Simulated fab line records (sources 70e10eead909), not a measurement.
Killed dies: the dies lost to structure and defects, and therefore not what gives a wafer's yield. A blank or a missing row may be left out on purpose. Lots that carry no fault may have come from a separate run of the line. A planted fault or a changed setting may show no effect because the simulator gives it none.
Chamber matching    flow nandHarc    4 sister chambers for NHARC_A_CHANNEL_FILL_D1_CMP_10 on cmp-01
The step polishes, target thk 150 nm. 14 wafers are shown with their chamber, then 7 later ones without.

## WAFERS WITH THEIR CHAMBER
wafer   chamber  motorCurrentA (A)  timeToEndpointS (s)
L076.1  1        12.0               15.3
L076.4  3        11.0               15.7
L076.6  3        11.3               15.9
L081.1  1        12.3               14.2
L081.2  0        12.3               15.3
L081.6  3        11.2               13.7
L085.1  3        11.4               17.1
L085.3  0        12.3               15.6
L085.5  1        11.8               16.7
L090.1  2        11.7               15.6
L090.3  0        12.7               12.8
L090.4  1        12.7               15.2
L095.1  3        11.6               18.8
L095.2  0        12.0               16.6

SIGNATURES (averages over the wafers above)
reading          chamber 0  chamber 1  chamber 2  chamber 3  scatter within a chamber
motorCurrentA    12.325     12.200     11.700     11.300     0.301
timeToEndpointS  15.075     15.350     15.600     16.240     1.59
Rule: a wafer's distance from a chamber is the root of the sum, over the readings, of the square of ((its reading less the chamber's mean) divided by the reading's scatter). If the next closest chamber is less than 2 further off than the closest, the wafer can't be placed; otherwise it belongs to the closest. How the scatter is found: for the shown wafers, subtract from each reading the mean of its chamber, square and add these, divide the total by (wafers less chambers), then take the root.

## WAFERS WITHOUT THEIR CHAMBER
wafer   motorCurrentA (A)  timeToEndpointS (s)
L095.3  11.9               14.7
L096.1  11.2               18.1
L096.3  12.3               14.5
L096.4  11.3               17.2
L097.1  11.7               16.2
L097.4  12.2               14.4
L097.5  11.1               19.3

## WHICH CHAMBER EACH ONE RAN IN
wafer   from the rows above                in truth
L095.3  can't be placed: 2 or 1 or 0 or 3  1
L096.1  can't be placed: 3 or 2            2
L096.3  can't be placed: 0 or 1 or 2       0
L096.4  can't be placed: 3 or 2            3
L097.1  can't be placed: 2 or 3 or 1 or 0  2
L097.4  can't be placed: 0 or 1 or 2       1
L097.5  can't be placed: 3 or 2            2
Correct placement for 0 of the 7. From these rows, 7 cannot be placed; in 7 the true chamber is one of the candidates. Number placed wrongly: 0.
